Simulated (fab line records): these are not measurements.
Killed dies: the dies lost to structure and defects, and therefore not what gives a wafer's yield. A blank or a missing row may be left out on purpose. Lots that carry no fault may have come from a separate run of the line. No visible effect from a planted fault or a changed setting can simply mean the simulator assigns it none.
2 desks looking at one fault / flow n5-finfet / numbers are kept per desk, each desk with only its own; the story behind them comes last

THE METROLOGY DESK
What the gauges read for every lot (on any tool): the sampled wafers with a number, averaged. The brackets show how far a lot's mean lies from the usual mean; more than 4 standard deviations puts the lot out of limits, marked OUT. Only the readings that lie furthest out on some lot appear, 7 of the 11 it has.
Columns: A = DIBL_N at N5_BEOL_M4_RC_MEAS_101, usual 36.6 mV/V; B = IOFF_N at N5_BEOL_M4_RC_MEAS_101, usual 0.169 nA/um; C = IOFF_P at N5_BEOL_M4_RC_MEAS_101, usual 0.206 nA/um; D = ION_P at N5_BEOL_M4_RC_MEAS_101, usual 462 uA/um; E = SS_N at N5_BEOL_M4_RC_MEAS_101, usual 71.6 mV/dec; F = SS_P at N5_BEOL_M4_RC_MEAS_101, usual 73.3 mV/dec; G = VT_P at N5_BEOL_M4_RC_MEAS_101, usual -251 mV
lot=L405; first seen here=day 6 20:47; A=37.2; B=0.204; C=0.222; D=454; E=72.8; F=73.8; G=-252
lot=L410; first seen here=day 8 09:23; A=36.8; B=0.158; C=0.227; D=473; E=71.3; F=72.9; G=-248
lot=L416; first seen here=day 9 17:59; A=35.3; B=0.142; C=0.168; D=456; E=71.2; F=73.0; G=-255
lot=L419; first seen here=day 10 18:41; A=38.2; B=0.208; C=0.224; D=464; E=72.4; F=73.6; G=-249
lot=L420; first seen here=day 10 22:12; A=35.4; B=0.157; C=0.219; D=466; E=71.5; F=72.5; G=-247
lot=L423; first seen here=day 11 13:51; A=37.2; B=0.165; C=0.208; D=465; E=71.4; F=73.5; G=-252
This desk's finding: nothing out of limits on any of the 6 lots.

TOOL OWNER'S DESK, pecvd-04
The tool's own readings at N5_BEOL_M0_DEP_125 (deposits SiCN from 3MS/NH3, target thk 8 nm, time 14 s): means of the sampled wafers that have a number, for each lot that ran on this tool. The brackets show how far a lot's mean lies from the usual mean; more than 4 standard deviations puts the lot out of limits, marked OUT.
Columns: A = showerhead-plenum-p-Torr at N5_BEOL_M0_DEP_125, usual 3.665 Torr; B = throttle-valve-pct at N5_BEOL_M0_DEP_125, usual 9.2 %
lot=L405; first seen here=day 6 20:43; A=3.663; B=9.1
lot=L410; first seen here=day 8 09:19; A=3.655; B=9.0
lot=L420; first seen here=day 10 22:08; A=3.677; B=9.2
lot=L423; first seen here=day 11 13:47; A=3.666; B=9.2
This desk's finding: nothing out of limits on any of the 4 lots.

BROUGHT TOGETHER
Metrology desk: nothing out of limits seen.
The desk of the tool owner found nothing out of limits.

WHAT THE SIMULATOR HAD INSERTED
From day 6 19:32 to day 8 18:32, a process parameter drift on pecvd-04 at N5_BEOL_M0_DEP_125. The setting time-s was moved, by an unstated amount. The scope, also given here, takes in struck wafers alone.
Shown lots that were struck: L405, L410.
